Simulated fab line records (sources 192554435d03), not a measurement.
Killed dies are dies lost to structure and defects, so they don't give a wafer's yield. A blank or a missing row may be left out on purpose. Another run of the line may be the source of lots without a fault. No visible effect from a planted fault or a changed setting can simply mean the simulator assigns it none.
Comparing a struck lot with a sound one | flow n5 finfet | 39 steps out of a route of 1938
Sound: wafers L143.3, L143.5, L143.6. Wafers struck: L155.1, L155.2, L155.6. The cause comes at the end.
At each step with rows: each side's tool, then ch and its chambers, then its first start. Under that, the readings that differ: sound wafers | struck wafers | difference of the means | sigmas: that difference in standard deviations of wafers without a fault.
alike: readings with means less than 2 such deviations apart, plus words and numbers identical on both sides. not compared: withheld readings, readings lacking a value on some wafer, bounds such as >300 that could conceal the same value, and numbers that have no deviation in the record and whose values overlap.
A row with sigmas, a row that says differs or no value, or rows on one side alone: a step with any of these is where the two part. Non-overlapping numbers with no deviation appear without sigmas and do not part them. A reading missing from all wafers of one side parts the sides only when that side holds two or more wafers.

first, 10 steps without rows for these wafers: N5_DUMMY_GATE_ETCH_23 (etches poly-Si in HBr/Cl2/O2, target depth 41 nm, time 22.3 s); N5_DUMMY_GATE_ETCH_44 (etches poly-Si in HBr/O2, stops on SiO2, target depth 127.5 nm); N5_DUMMY_GATE_ETCH_42 (etches SiO2 in CHF3/O2, target depth 3.5 nm, time 31 s); N5_DUMMY_GATE_STRIP_48 (strips in N2/H2, time 20 s); N5_DUMMY_GATE_PRECLEAN_33 (cleans in dHF, time 10 s); N5_DUMMY_GATE_PRECLEAN_25 (cleans in O3/DIW, time 45 s); N5_DUMMY_GATE_PRECLEAN_51 (cleans in SC2, time 45 s); N5_DUMMY_GATE_SRD_26 (time 30 s); N5_DUMMY_GATE_UV_OZONE_45 (time 120 s); N5_SPACER0_ALD_07 (deposits SiNx, target thk 2 nm).
N5_SPACER0_ALD_00: deposits SiOCN, target thk 3.5 nm, pulse time 3 s, purge time 2 s.
  sound on ald sin-01 ch 1,2,3, day 5 13:13; struck on ald sin-01 ch 1,2,3, day 8 12:02
  reading                                   | sound       | struck   | difference | sigmas
  ald cycles                                | 58 58 58    | 66 66 66 | +8         |
  model.SiOCN_of_SPACER0_ALD_00.thk nm (nm) | 3.6 3.6 3.4 | 4 4 4    | +0         |
  alike: heater power w, precursor pulse height rel, susceptor temp C
then, 25 steps without rows for these wafers: N5_SPACER0_ALD_08 (deposits SiNx, target thk 2 nm); N5_SD_EPI_N_COAT_32 (time 60 s, resist thk 350 nm); N5_SD_EPI_N_COAT_33 (time 60 s, resist thk 35 nm); N5_SD_EPI_N_COAT_03 (resist thk 150 nm); N5_SD_EPI_N_EBR_05; N5_SD_EPI_N_SOFTBAKE_04 (time 60 s); N5_SD_EPI_N_EXPOSE_06 (exposes mask SD N BLK, target cd 120 nm); N5_SD_EPI_N_PEB_07 (peb time 60 s); N5_SD_EPI_N_DEVELOP_08 (develop time 30 s); N5_SD_EPI_N_DESCUM_14 (chemistry O2, time 7.9 s); N5_SD_EPI_N_ETCH_34 (etches SiARC in CF4, target depth 45.5 nm, time 75.8 s); N5_SD_EPI_N_ETCH_35 (etches SOC in N2/H2, overetch 108 nm, time 486 s); N5_SD_EPI_N_STRIP_36 (strips in N2/H2); N5_SD_EPI_N_ETCHBACK_44 (etches SiNx in CH3F/O2, stops on SiO2, target depth 14.5 nm); N5_SD_EPI_N_ETCH_45 (etches SiOCN in CH3F/O2, target depth 6 nm); N5_SD_EPI_N_ETCH_16 (etches SiO2 in CHF3/O2, target depth 5 nm); N5_SD_EPI_N_STRIP_47 (strips in CHF3/O2); N5_SD_EPI_N_SD_RECESS_17 (chemistry HBr/Cl2/O2, target depth 41 nm, time 23.7 s, bt time 3 s); N5_SD_EPI_N_STRIP_38 (strips in N2/H2); N5_SD_EPI_N_WET_ETCH_43 (etches SiO2 in dHF, time 14 s, target depth 1.5 nm); N5_SD_EPI_N_STRIP_18 (strips in SPM, time 750 s); N5_SD_EPI_N_SRD_20 (time 30 s); N5_SD_EPI_N_PRECLEAN_48 (cleans in NF3:NH3, afs cycles 2, time 20 s, sublimation time 60 s); N5_SD_EPI_N_VAPOR_ETCH_50 (etches Si in HCl, time 54 s); N5_SD_EPI_N_EPI_21 (deposits Si:P, time 690 s).
N5_SD_EPI_P_PRECLEAN_32: cleans in dHF, time 10 s.
  sound on wet bench-03 ch 4,5,6, day 5 22:11; struck on wet bench-03 ch 4,5,7, day 8 22:44
  reading                                   | sound       | struck | difference | sigmas
  model.SiOCN_of_SPACER0_ALD_00.thk nm (nm) | 3.4 3.4 3.4 | 4 4 4  | +1         |
-- the record jumps here: 5 days lie between the struck wafers' starts before and after (it left off in module SD_EPI_P and takes up again in module BEOL_M4, whose first step shown is number 1111 of the route) --
N5_BEOL_M4_RC_MEAS_101:
  sound on prober-02 ch 0, day 10 06:18; struck on prober-01 ch 0, day 14 08:47
  reading         | sound          | struck         | difference | sigmas
  REXT_N (ohm.um) | 74.6 75.6 74.3 | 83.4 83.1 82.2 | +8.1       | +6
  VT_N (mV)       | 250 253 248    | 255 260 260    | +8         | +2
  alike: DIBL_N, DIBL_P, IOFF_N, IOFF_P, ION_N, ION_P, SS_N, SS_P, VT_P
-- a jump in the record: the struck wafers' starts before and after are 4 days apart (it breaks off in module BEOL_M4 and resumes in module PASSIVATION, where the first step shown is number 1936 of the route) --
N5_PASSIVATION_PROBE_49:
  sound on prober-01 at day 14 21:46; struck on prober-02 at day 18 09:34
  reading              | sound | struck      | difference | sigmas
  sort_bin_8_speed (%) | 0 0 0 | 0 2.29 1.78 | +1         | +99 or more
  alike: defect limited yield, killed_at_M0_to_M3, killed_at_M4_up, killed at contacts, killed at front end, killed at other, killed dies, killed open, killed short, sort_bin_5_function, sort_bin_6_memory, sort n pass, sort yield pct

== WHERE THEY PART ==
At N5_BEOL_M4_RC_MEAS_101 first; at N5_PASSIVATION_PROBE_49 last (within this record only).

WHY: what the simulator had put in
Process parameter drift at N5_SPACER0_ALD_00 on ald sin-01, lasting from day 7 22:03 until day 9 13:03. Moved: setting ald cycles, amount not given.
